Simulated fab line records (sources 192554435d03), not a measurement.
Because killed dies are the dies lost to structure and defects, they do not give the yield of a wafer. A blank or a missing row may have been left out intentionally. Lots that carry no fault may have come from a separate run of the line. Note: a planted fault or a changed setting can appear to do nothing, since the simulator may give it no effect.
Which of the tools did it? || flow n5Finfet || 23 lots with 69 wafers sampled at 4 steps, on a route of 1938 steps

WHAT THE GAUGES SHOWED, per wafer
N5_HKMG_FIN_INSPECT_14: inspects for defects (macro).
{"lot": "L074", "measured": "day 4 06:24", "on": "defectInspect-02", "rawDefectCount": "4 3 3"}
{"lot": "L075", "measured": "day 4 15:58", "on": "defectInspect-02", "rawDefectCount": "4 4 3"}
{"lot": "L076", "measured": "day 4 17:41", "on": "defectInspect-01", "rawDefectCount": "3 0 1"}
{"lot": "L077", "measured": "day 5 02:05", "on": "defectInspect-01", "rawDefectCount": "1 1 5"}
{"lot": "L078", "measured": "day 5 05:07", "on": "defectInspect-02", "rawDefectCount": "2 3 4"}
{"lot": "L079", "measured": "day 5 15:22", "on": "defectInspect-02", "rawDefectCount": "4 2 3"}
{"lot": "L080", "measured": "day 5 17:49", "on": "defectInspect-01", "rawDefectCount": "2 3 0"}
{"lot": "L081", "measured": "day 6 00:38", "on": "defectInspect-02", "rawDefectCount": "1 2 1"}
{"lot": "L082", "measured": "day 6 02:02", "on": "defectInspect-02", "rawDefectCount": "0 2 4"}
{"lot": "L083", "measured": "day 6 11:41", "on": "defectInspect-01", "rawDefectCount": "2 0 3"}
{"lot": "L084", "measured": "day 6 17:47", "on": "defectInspect-02", "rawDefectCount": "0 2 3"}
{"lot": "L086", "measured": "day 7 06:35", "on": "defectInspect-01", "rawDefectCount": "1 3 2"}
{"lot": "L087", "measured": "day 7 08:49", "on": "defectInspect-02", "rawDefectCount": "4 2 1"}
{"lot": "L088", "measured": "day 7 14:14", "on": "defectInspect-02", "rawDefectCount": "2 2 2"}
{"lot": "L089", "measured": "day 7 21:40", "on": "defectInspect-02", "rawDefectCount": "1 1 0"}
{"lot": "L090", "measured": "day 8 02:55", "on": "defectInspect-02", "rawDefectCount": "0 2 4"}
{"lot": "L091", "measured": "day 8 08:29", "on": "defectInspect-02", "rawDefectCount": "2 2 1"}
{"lot": "L092", "measured": "day 8 18:40", "on": "defectInspect-02", "rawDefectCount": "4 6 3"}
{"lot": "L093", "measured": "day 8 21:25", "on": "defectInspect-02", "rawDefectCount": "0 2 2"}
{"lot": "L094", "measured": "day 9 08:10", "on": "defectInspect-01", "rawDefectCount": "1 2 1"}
{"lot": "L095", "measured": "day 9 14:38", "on": "defectInspect-02", "rawDefectCount": "5 3 2"}
{"lot": "L096", "measured": "day 9 18:52", "on": "defectInspect-02", "rawDefectCount": "2 3 1"}
{"lot": "L097", "measured": "day 9 22:52", "on": "defectInspect-01", "rawDefectCount": "1 3 2"}

EACH LOT AND THE TOOL THAT RAN IT (in order: tool; ch and the chambers of the sampled wafers; start)
{"lot": "L074", "N5_HKMG_FIN_HK_ANNEAL_02": "rtpAnneal-01 ch 0, day 4 01:58", "N5_HKMG_FIN_ALD_74": "aldHk-02 ch 1,3, day 4 02:08", "N5_HKMG_FIN_ETCH_58": "rieDiel-04 ch 0,1, day 4 03:22"}
{"lot": "L075", "N5_HKMG_FIN_HK_ANNEAL_02": "rtpAnneal-01 ch 0, day 4 11:44", "N5_HKMG_FIN_ALD_74": "aldHk-03 ch 0,1,2, day 4 11:58", "N5_HKMG_FIN_ETCH_58": "rieDiel-03 ch 1,2,3, day 4 12:55"}
{"lot": "L076", "N5_HKMG_FIN_HK_ANNEAL_02": "rtpAnneal-01 ch 0, day 4 13:28", "N5_HKMG_FIN_ALD_74": "aldHk-01 ch 0,1,2, day 4 13:40", "N5_HKMG_FIN_ETCH_58": "rieDiel-03 ch 0,1, day 4 14:35"}
{"lot": "L077", "N5_HKMG_FIN_HK_ANNEAL_02": "rtpAnneal-01 ch 0, day 4 21:45", "N5_HKMG_FIN_ALD_74": "aldHk-03 ch 0,1,3, day 4 21:57", "N5_HKMG_FIN_ETCH_58": "rieDiel-04 ch 0,1,2, day 4 23:02"}
{"lot": "L078", "N5_HKMG_FIN_HK_ANNEAL_02": "rtpAnneal-02 ch 0, day 5 00:47", "N5_HKMG_FIN_ALD_74": "aldHk-01 ch 2,3, day 5 00:59", "N5_HKMG_FIN_ETCH_58": "rieDiel-04 ch 1,2, day 5 01:56"}
{"lot": "L079", "N5_HKMG_FIN_HK_ANNEAL_02": "rtpAnneal-02 ch 0, day 5 11:15", "N5_HKMG_FIN_ALD_74": "aldHk-03 ch 0,2,3, day 5 11:28", "N5_HKMG_FIN_ETCH_58": "rieDiel-04 ch 1,2, day 5 12:20"}
{"lot": "L080", "N5_HKMG_FIN_HK_ANNEAL_02": "rtpAnneal-01 ch 0, day 5 13:41", "N5_HKMG_FIN_ALD_74": "aldHk-01 ch 1,2,3, day 5 13:52", "N5_HKMG_FIN_ETCH_58": "rieDiel-04 ch 0,1,2, day 5 14:47"}
{"lot": "L081", "N5_HKMG_FIN_HK_ANNEAL_02": "rtpAnneal-02 ch 0, day 5 20:16", "N5_HKMG_FIN_ALD_74": "aldHk-02 ch 0,1, day 5 20:26", "N5_HKMG_FIN_ETCH_58": "rieDiel-05 ch 1,3, day 5 21:39"}
{"lot": "L082", "N5_HKMG_FIN_HK_ANNEAL_02": "rtpAnneal-01 ch 0, day 5 21:44", "N5_HKMG_FIN_ALD_74": "aldHk-02 ch 0,1,2, day 5 21:58", "N5_HKMG_FIN_ETCH_58": "rieDiel-05 ch 0,1,3, day 5 22:59"}
{"lot": "L083", "N5_HKMG_FIN_HK_ANNEAL_02": "rtpAnneal-02 ch 0, day 6 07:27", "N5_HKMG_FIN_ALD_74": "aldHk-02 ch 0,2,3, day 6 07:38", "N5_HKMG_FIN_ETCH_58": "rieDiel-05 ch 0,2,3, day 6 08:45"}
{"lot": "L084", "N5_HKMG_FIN_HK_ANNEAL_02": "rtpAnneal-02 ch 0, day 6 13:20", "N5_HKMG_FIN_ALD_74": "aldHk-03 ch 0,1,2, day 6 13:27", "N5_HKMG_FIN_ETCH_58": "rieDiel-04 ch 0,1,2, day 6 14:44"}
{"lot": "L086", "N5_HKMG_FIN_HK_ANNEAL_02": "rtpAnneal-02 ch 0, day 7 02:25", "N5_HKMG_FIN_ALD_74": "aldHk-01 ch 0,2, day 7 02:38", "N5_HKMG_FIN_ETCH_58": "rieDiel-05 ch 2,3, day 7 03:34"}
{"lot": "L087", "N5_HKMG_FIN_HK_ANNEAL_02": "rtpAnneal-01 ch 0, day 7 04:14", "N5_HKMG_FIN_ALD_74": "aldHk-02 ch 0,3, day 7 04:25", "N5_HKMG_FIN_ETCH_58": "rieDiel-03 ch 1,3, day 7 05:43"}
{"lot": "L088", "N5_HKMG_FIN_HK_ANNEAL_02": "rtpAnneal-01 ch 0, day 7 10:07", "N5_HKMG_FIN_ALD_74": "aldHk-02 ch 0,1,3, day 7 10:19", "N5_HKMG_FIN_ETCH_58": "rieDiel-03 ch 0,1,2, day 7 11:08"}
{"lot": "L089", "N5_HKMG_FIN_HK_ANNEAL_02": "rtpAnneal-02 ch 0, day 7 17:31", "N5_HKMG_FIN_ALD_74": "aldHk-03 ch 0,1,2, day 7 17:42", "N5_HKMG_FIN_ETCH_58": "rieDiel-05 ch 0,2, day 7 18:38"}
{"lot": "L090", "N5_HKMG_FIN_HK_ANNEAL_02": "rtpAnneal-02 ch 0, day 7 22:41", "N5_HKMG_FIN_ALD_74": "aldHk-02 ch 0,1, day 7 22:53", "N5_HKMG_FIN_ETCH_58": "rieDiel-03 ch 1,3, day 7 23:49"}
{"lot": "L091", "N5_HKMG_FIN_HK_ANNEAL_02": "rtpAnneal-02 ch 0, day 8 04:24", "N5_HKMG_FIN_ALD_74": "aldHk-01 ch 0,1,2, day 8 04:37", "N5_HKMG_FIN_ETCH_58": "rieDiel-04 ch 0,3, day 8 05:26"}
{"lot": "L092", "N5_HKMG_FIN_HK_ANNEAL_02": "rtpAnneal-02 ch 0, day 8 14:26", "N5_HKMG_FIN_ALD_74": "aldHk-02 ch 0,3, day 8 14:35", "N5_HKMG_FIN_ETCH_58": "rieDiel-04 ch 0,2,3, day 8 15:48"}
{"lot": "L093", "N5_HKMG_FIN_HK_ANNEAL_02": "rtpAnneal-01 ch 0, day 8 17:04", "N5_HKMG_FIN_ALD_74": "aldHk-01 ch 0,2,3, day 8 17:17", "N5_HKMG_FIN_ETCH_58": "rieDiel-05 ch 0,1,3, day 8 18:13"}
{"lot": "L094", "N5_HKMG_FIN_HK_ANNEAL_02": "rtpAnneal-01 ch 0, day 9 04:14", "N5_HKMG_FIN_ALD_74": "aldHk-01 ch 0,1,3, day 9 04:27", "N5_HKMG_FIN_ETCH_58": "rieDiel-05 ch 1,3, day 9 05:15"}
{"lot": "L095", "N5_HKMG_FIN_HK_ANNEAL_02": "rtpAnneal-01 ch 0, day 9 10:25", "N5_HKMG_FIN_ALD_74": "aldHk-01 ch 0,2,3, day 9 10:34", "N5_HKMG_FIN_ETCH_58": "rieDiel-03 ch 1,3, day 9 11:30"}
{"lot": "L096", "N5_HKMG_FIN_HK_ANNEAL_02": "rtpAnneal-01 ch 0, day 9 14:41", "N5_HKMG_FIN_ALD_74": "aldHk-01 ch 0,2,3, day 9 14:53", "N5_HKMG_FIN_ETCH_58": "rieDiel-03 ch 0,1,3, day 9 15:49"}
{"lot": "L097", "N5_HKMG_FIN_HK_ANNEAL_02": "rtpAnneal-01 ch 0, day 9 18:07", "N5_HKMG_FIN_ALD_74": "aldHk-01 ch 0,1,3, day 9 18:18", "N5_HKMG_FIN_ETCH_58": "rieDiel-05 ch 0,2,3, day 9 19:49"}
- N5_HKMG_FIN_HK_ANNEAL_02: time 30 s.
- N5_HKMG_FIN_ALD_74: deposits La2O3, target thk 0.5 nm, pulse time 6 s, co reactant pulse time 1 s.
- N5_HKMG_FIN_ETCH_58: etches SOC in N2/H2, target depth 215.8 nm, time 741 s.

AS READ BY THE TOOLS THEMSELVES (means over the sampled wafers that have a number; for cases with no such wafer, the mark the record gives instead)
N5_HKMG_FIN_HK_ANNEAL_02.
{"lot": "L074", "tool": "rtpAnneal-01", "lampPowerPct (%)": 8.78, "wafer_temp_C_max": 703.1}
{"lot": "L075", "tool": "rtpAnneal-01", "lampPowerPct (%)": 8.82, "wafer_temp_C_max": 702.8}
{"lot": "L076", "tool": "rtpAnneal-01", "lampPowerPct (%)": 8.77, "wafer_temp_C_max": 702.9}
{"lot": "L077", "tool": "rtpAnneal-01", "lampPowerPct (%)": 8.78, "wafer_temp_C_max": 703.3}
{"lot": "L078", "tool": "rtpAnneal-02", "lampPowerPct (%)": 8.80, "wafer_temp_C_max": 703.2}
{"lot": "L079", "tool": "rtpAnneal-02", "lampPowerPct (%)": 8.83, "wafer_temp_C_max": 702.6}
{"lot": "L080", "tool": "rtpAnneal-01", "lampPowerPct (%)": 8.81, "wafer_temp_C_max": 702.8}
{"lot": "L081", "tool": "rtpAnneal-02", "lampPowerPct (%)": 8.79, "wafer_temp_C_max": 702.6}
{"lot": "L082", "tool": "rtpAnneal-01", "lampPowerPct (%)": 8.80, "wafer_temp_C_max": 702.9}
{"lot": "L083", "tool": "rtpAnneal-02", "lampPowerPct (%)": 8.78, "wafer_temp_C_max": 702.8}
{"lot": "L084", "tool": "rtpAnneal-02", "lampPowerPct (%)": 8.78, "wafer_temp_C_max": 702.2}
{"lot": "L086", "tool": "rtpAnneal-02", "lampPowerPct (%)": 8.81, "wafer_temp_C_max": 702.9}
{"lot": "L087", "tool": "rtpAnneal-01", "lampPowerPct (%)": 8.82, "wafer_temp_C_max": 703.4}
{"lot": "L088", "tool": "rtpAnneal-01", "lampPowerPct (%)": 8.79, "wafer_temp_C_max": 702.8}
{"lot": "L089", "tool": "rtpAnneal-02", "lampPowerPct (%)": 8.78, "wafer_temp_C_max": 703.7}
{"lot": "L090", "tool": "rtpAnneal-02", "lampPowerPct (%)": 8.80, "wafer_temp_C_max": 703.3}
{"lot": "L091", "tool": "rtpAnneal-02", "lampPowerPct (%)": 8.73, "wafer_temp_C_max": 702.9}
{"lot": "L092", "tool": "rtpAnneal-02", "lampPowerPct (%)": 8.83, "wafer_temp_C_max": 703.8}
{"lot": "L093", "tool": "rtpAnneal-01", "lampPowerPct (%)": 8.79, "wafer_temp_C_max": 702.9}
{"lot": "L094", "tool": "rtpAnneal-01", "lampPowerPct (%)": 8.79, "wafer_temp_C_max": 702.4}
{"lot": "L095", "tool": "rtpAnneal-01", "lampPowerPct (%)": 8.79, "wafer_temp_C_max": 702.3}
{"lot": "L096", "tool": "rtpAnneal-01", "lampPowerPct (%)": 8.75, "wafer_temp_C_max": 702.6}
{"lot": "L097", "tool": "rtpAnneal-01", "lampPowerPct (%)": 8.79, "wafer_temp_C_max": 702.8}

N5_HKMG_FIN_ALD_74.
{"lot": "L074", "tool": "aldHk-02", "heaterPowerW (W)": 320, "precursorPulseHeightRel": 1.008, "susceptorTempC (C)": 249.99}
{"lot": "L075", "tool": "aldHk-03", "heaterPowerW (W)": 392, "precursorPulseHeightRel": 1.008, "susceptorTempC (C)": 250.10}
{"lot": "L076", "tool": "aldHk-01", "heaterPowerW (W)": 366, "precursorPulseHeightRel": 1.001, "susceptorTempC (C)": 249.92}
{"lot": "L077", "tool": "aldHk-03", "heaterPowerW (W)": 398, "precursorPulseHeightRel": 0.992, "susceptorTempC (C)": 249.94}
{"lot": "L078", "tool": "aldHk-01", "heaterPowerW (W)": 339, "precursorPulseHeightRel": 0.999, "susceptorTempC (C)": 249.87}
{"lot": "L079", "tool": "aldHk-03", "heaterPowerW (W)": 384, "precursorPulseHeightRel": 1.004, "susceptorTempC (C)": 249.90}
{"lot": "L080", "tool": "aldHk-01", "heaterPowerW (W)": 357, "precursorPulseHeightRel": 1.017, "susceptorTempC (C)": 250.12}
{"lot": "L081", "tool": "aldHk-02", "heaterPowerW (W)": 330, "precursorPulseHeightRel": 0.991, "susceptorTempC (C)": 249.98}
{"lot": "L082", "tool": "aldHk-02", "heaterPowerW (W)": 335, "precursorPulseHeightRel": 1.001, "susceptorTempC (C)": 250.12}
{"lot": "L083", "tool": "aldHk-02", "heaterPowerW (W)": 320, "precursorPulseHeightRel": 1.011, "susceptorTempC (C)": 250.01}
{"lot": "L084", "tool": "aldHk-03", "heaterPowerW (W)": 396, "precursorPulseHeightRel": 1.012, "susceptorTempC (C)": 250.11}
{"lot": "L086", "tool": "aldHk-01", "heaterPowerW (W)": 361, "precursorPulseHeightRel": 1.019, "susceptorTempC (C)": 250.31}
{"lot": "L087", "tool": "aldHk-02", "heaterPowerW (W)": 304, "precursorPulseHeightRel": 1.007, "susceptorTempC (C)": 249.93}
{"lot": "L088", "tool": "aldHk-02", "heaterPowerW (W)": 320, "precursorPulseHeightRel": 1.011, "susceptorTempC (C)": 250.03}
{"lot": "L089", "tool": "aldHk-03", "heaterPowerW (W)": 396, "precursorPulseHeightRel": 0.989, "susceptorTempC (C)": 249.92}
{"lot": "L090", "tool": "aldHk-02", "heaterPowerW (W)": 330, "precursorPulseHeightRel": 1.003, "susceptorTempC (C)": 249.79}
{"lot": "L091", "tool": "aldHk-01", "heaterPowerW (W)": 367, "precursorPulseHeightRel": 1.006, "susceptorTempC (C)": 250.04}
{"lot": "L092", "tool": "aldHk-02", "heaterPowerW (W)": 309, "precursorPulseHeightRel": 1.014, "susceptorTempC (C)": 249.91}
{"lot": "L093", "tool": "aldHk-01", "heaterPowerW (W)": 353, "precursorPulseHeightRel": 0.986, "susceptorTempC (C)": 250.18}
{"lot": "L094", "tool": "aldHk-01", "heaterPowerW (W)": 336, "precursorPulseHeightRel": 0.995, "susceptorTempC (C)": 249.91}
{"lot": "L095", "tool": "aldHk-01", "heaterPowerW (W)": 350, "precursorPulseHeightRel": 0.994, "susceptorTempC (C)": 250.07}
{"lot": "L096", "tool": "aldHk-01", "heaterPowerW (W)": 346, "precursorPulseHeightRel": 1.001, "susceptorTempC (C)": 250.15}
{"lot": "L097", "tool": "aldHk-01", "heaterPowerW (W)": 345, "precursorPulseHeightRel": 0.993, "susceptorTempC (C)": 250.11}

N5_HKMG_FIN_ETCH_58.
{"lot": "L074", "tool": "rieDiel-04", "drypumpMotorCurrentA (A)": 5.7, "oesProductAu (a.u.)": 0.73, "rfVppV (V)": 97.5, "showerheadPlenumPTorr (Torr)": 2.42, "throttleValvePct (%)": 17.99}
{"lot": "L075", "tool": "rieDiel-03", "drypumpMotorCurrentA (A)": 5.2, "oesProductAu (a.u.)": 0.70, "rfVppV (V)": 99.3, "showerheadPlenumPTorr (Torr)": 2.58, "throttleValvePct (%)": 17.80}
{"lot": "L076", "tool": "rieDiel-03", "drypumpMotorCurrentA (A)": 5.4, "oesProductAu (a.u.)": 0.67, "rfVppV (V)": 99.3, "showerheadPlenumPTorr (Torr)": 2.56, "throttleValvePct (%)": 17.98}
{"lot": "L077", "tool": "rieDiel-04", "drypumpMotorCurrentA (A)": 5.7, "oesProductAu (a.u.)": 0.71, "rfVppV (V)": 98.5, "showerheadPlenumPTorr (Torr)": 2.48, "throttleValvePct (%)": 17.92}
{"lot": "L078", "tool": "rieDiel-04", "drypumpMotorCurrentA (A)": 5.7, "oesProductAu (a.u.)": 0.69, "rfVppV (V)": 99.0, "showerheadPlenumPTorr (Torr)": 2.48, "throttleValvePct (%)": 17.93}
{"lot": "L079", "tool": "rieDiel-04", "drypumpMotorCurrentA (A)": 5.8, "oesProductAu (a.u.)": 0.69, "rfVppV (V)": 98.4, "showerheadPlenumPTorr (Torr)": 2.55, "throttleValvePct (%)": 17.83}
{"lot": "L080", "tool": "rieDiel-04", "drypumpMotorCurrentA (A)": 5.8, "oesProductAu (a.u.)": 0.71, "rfVppV (V)": 98.5, "showerheadPlenumPTorr (Torr)": 2.48, "throttleValvePct (%)": 17.93}
{"lot": "L081", "tool": "rieDiel-05", "drypumpMotorCurrentA (A)": 5.4, "oesProductAu (a.u.)": 0.75, "rfVppV (V)": 99.3, "showerheadPlenumPTorr (Torr)": 2.51, "throttleValvePct (%)": 17.86}
{"lot": "L082", "tool": "rieDiel-05", "drypumpMotorCurrentA (A)": 5.5, "oesProductAu (a.u.)": 0.75, "rfVppV (V)": 99.7, "showerheadPlenumPTorr (Torr)": 2.58, "throttleValvePct (%)": 17.98}
{"lot": "L083", "tool": "rieDiel-05", "drypumpMotorCurrentA (A)": 5.7, "oesProductAu (a.u.)": 0.79, "rfVppV (V)": 99.2, "showerheadPlenumPTorr (Torr)": 2.56, "throttleValvePct (%)": 17.86}
{"lot": "L084", "tool": "rieDiel-04", "drypumpMotorCurrentA (A)": 5.7, "oesProductAu (a.u.)": 0.70, "rfVppV (V)": 98.2, "showerheadPlenumPTorr (Torr)": 2.48, "throttleValvePct (%)": 17.94}
{"lot": "L086", "tool": "rieDiel-05", "drypumpMotorCurrentA (A)": 5.7, "oesProductAu (a.u.)": 0.80, "rfVppV (V)": 99.0, "showerheadPlenumPTorr (Torr)": 2.48, "throttleValvePct (%)": 17.75}
{"lot": "L087", "tool": "rieDiel-03", "drypumpMotorCurrentA (A)": 5.6, "oesProductAu (a.u.)": 0.80, "rfVppV (V)": 99.6, "showerheadPlenumPTorr (Torr)": 2.54, "throttleValvePct (%)": 17.72}
{"lot": "L088", "tool": "rieDiel-03", "drypumpMotorCurrentA (A)": 5.3, "oesProductAu (a.u.)": 0.75, "rfVppV (V)": 98.3, "showerheadPlenumPTorr (Torr)": 2.56, "throttleValvePct (%)": 17.82}
{"lot": "L089", "tool": "rieDiel-05", "drypumpMotorCurrentA (A)": 5.8, "oesProductAu (a.u.)": 0.82, "rfVppV (V)": 99.1, "showerheadPlenumPTorr (Torr)": 2.62, "throttleValvePct (%)": 17.83}
{"lot": "L090", "tool": "rieDiel-03", "drypumpMotorCurrentA (A)": 5.6, "oesProductAu (a.u.)": 0.78, "rfVppV (V)": 98.5, "showerheadPlenumPTorr (Torr)": 2.54, "throttleValvePct (%)": 17.74}
{"lot": "L091", "tool": "rieDiel-04", "drypumpMotorCurrentA (A)": 5.9, "oesProductAu (a.u.)": 0.77, "rfVppV (V)": 99.1, "showerheadPlenumPTorr (Torr)": 2.50, "throttleValvePct (%)": 17.96}
{"lot": "L092", "tool": "rieDiel-04", "drypumpMotorCurrentA (A)": 6.0, "oesProductAu (a.u.)": 0.75, "rfVppV (V)": 99.3, "showerheadPlenumPTorr (Torr)": 2.57, "throttleValvePct (%)": 17.87}
{"lot": "L093", "tool": "rieDiel-05", "drypumpMotorCurrentA (A)": 5.5, "oesProductAu (a.u.)": 0.73, "rfVppV (V)": 98.7, "showerheadPlenumPTorr (Torr)": 2.57, "throttleValvePct (%)": 18.02}
{"lot": "L094", "tool": "rieDiel-05", "drypumpMotorCurrentA (A)": 5.3, "oesProductAu (a.u.)": 0.74, "rfVppV (V)": 98.7, "showerheadPlenumPTorr (Torr)": 2.57, "throttleValvePct (%)": 17.97}
{"lot": "L095", "tool": "rieDiel-03", "drypumpMotorCurrentA (A)": 5.4, "oesProductAu (a.u.)": 0.80, "rfVppV (V)": 99.7, "showerheadPlenumPTorr (Torr)": 2.55, "throttleValvePct (%)": 17.60}
{"lot": "L096", "tool": "rieDiel-03", "drypumpMotorCurrentA (A)": 5.6, "oesProductAu (a.u.)": 0.83, "rfVppV (V)": 98.9, "showerheadPlenumPTorr (Torr)": 2.52, "throttleValvePct (%)": 17.71}
{"lot": "L097", "tool": "rieDiel-05", "drypumpMotorCurrentA (A)": 5.7, "oesProductAu (a.u.)": 0.76, "rfVppV (V)": 98.5, "showerheadPlenumPTorr (Torr)": 2.55, "throttleValvePct (%)": 17.92}

THE ANSWER, worked out from the rows above alone
Rule: what is usual is taken from the lots themselves. Put in order of their means at a reading, lots are off if they are a third of the lots or fewer, leave a main group of 4 or more, and stand apart from it by a gap of 3 or more times the standard deviation of the main group's means; of several such gaps the widest counts. If all means in a main group match to the digits the tables above print for the reading, that group is not used. A lot without any number at a reading at which 4 lots or more have one is off too. All remaining lots with rows at the step are treated as sound. The gauges are gone through in route order, then the tools' own readings, and for those a lot's mean is taken as printed above. At the first step where some lot is off, the reading lying furthest off is the one used; lots without a number count as furthest.
None of the lots is off at any reading shown; this tells nothing.

WHAT HAD BEEN PUT IN BY THE SIMULATOR
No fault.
